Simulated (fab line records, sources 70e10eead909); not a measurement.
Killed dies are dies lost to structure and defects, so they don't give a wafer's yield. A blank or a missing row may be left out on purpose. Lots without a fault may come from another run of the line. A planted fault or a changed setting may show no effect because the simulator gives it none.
Chamber matching | flow nand_harc | NHARC_A_STAIRCASE_DESCUM_312 on rie_diel-12: 4 sister chambers
The step chemistry O2, time 3 s. 22 wafers are shown with their chamber, then 11 later ones without.

WAFERS WITH THEIR CHAMBER
wafer  | chamber | drypump_motor_current_A (A) | showerhead_plenum_p_Torr (Torr) | rf_vpp_V (V)
L076.1 | 1       | 6.0                         | 2.01                            | 59.0
L076.2 | 3       | 6.1                         | 2.00                            | 57.5
L076.5 | 3       | 6.1                         | 2.00                            | 56.8
L079.1 | 0       | 6.4                         | 1.84                            | 57.1
L079.2 | 2       | 5.2                         | 1.78                            | 57.5
L079.6 | 3       | 6.1                         | 2.00                            | 58.4
L081.2 | 2       | 5.1                         | 1.78                            | 57.6
L081.3 | 0       | 6.4                         | 1.84                            | 59.3
L081.4 | 1       | 6.0                         | 2.01                            | 57.3
L082.2 | 0       | 6.4                         | 1.84                            | 58.3
L082.3 | 3       | 6.1                         | 1.99                            | 56.3
L082.6 | 0       | 6.4                         | 1.84                            | 57.7
L083.2 | 2       | 5.1                         | 1.78                            | 58.2
L083.4 | 2       | 5.2                         | 1.78                            | 58.4
L083.5 | 3       | 6.1                         | 1.99                            | 56.2
L084.2 | 1       | 6.0                         | 2.01                            | 59.2
L084.4 | 2       | 5.2                         | 1.78                            | 57.5
L084.6 | 3       | 6.1                         | 1.99                            | 58.4
L088.1 | 2       | 5.1                         | 1.78                            | 56.4
L088.3 | 1       | 6.0                         | 2.00                            | 57.7
L088.6 | 0       | 6.4                         | 1.83                            | 57.1
L090.1 | 2       | 5.1                         | 1.78                            | 55.7

SIGNATURES (means of the wafers above)
reading                  | chamber 0 | chamber 1 | chamber 2 | chamber 3 | scatter within a chamber
drypump_motor_current_A  | 6.400     | 6.000     | 5.143     | 6.100     | 0.0309
showerhead_plenum_p_Torr | 1.8380    | 2.0075    | 1.7800    | 1.9950    | 0.00412
rf_vpp_V                 | 57.900    | 58.300    | 57.329    | 57.267    | 0.959
Rule: a wafer's distance from a chamber is the root of the sum, over the readings, of the square of ((its reading less the chamber's mean) divided by the reading's scatter). The wafer belongs to the nearest chamber; if the next one is less than 2 further off, it can't be placed. The scatter: the root of (the sum of the squares of (reading less its chamber's mean) over the shown wafers, divided by (wafers less chambers)).

WAFERS WITHOUT THEIR CHAMBER
wafer  | drypump_motor_current_A (A) | showerhead_plenum_p_Torr (Torr) | rf_vpp_V (V)
L090.2 | 6.1                         | 1.99                            | 58.1
L090.5 | 6.4                         | 1.83                            | 56.3
L095.1 | 6.1                         | 1.98                            | 59.0
L095.4 | 6.4                         | 1.83                            | 58.5
L095.5 | 5.2                         | 1.77                            | 58.4
L093.3 | 6.1                         | 1.98                            | 57.7
L093.4 | 6.4                         | 1.83                            | 58.1
L093.6 | 5.2                         | 1.77                            | 57.2
L096.1 | 6.1                         | 1.98                            | 57.9
L096.2 | 6.0                         | 2.00                            | 57.9
L096.4 | 5.2                         | 1.77                            | 57.5

WHICH CHAMBER EACH WENT THROUGH
wafer  | from the rows above     | in truth
L090.2 | 3                       | 3
L090.5 | 0                       | 0
L095.1 | 3                       | 3
L095.4 | 0                       | 0
L095.5 | 2                       | 2
L093.3 | 3                       | 3
L093.4 | 0                       | 0
L093.6 | 2                       | 2
L096.1 | 3                       | 3
L096.2 | can't be placed: 1 or 3 | 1
L096.4 | 2                       | 2
Placed correctly: 10 of 11. Can't be placed from these rows: 1 (the true chamber is among the candidates in 1). Placed wrongly: 0.
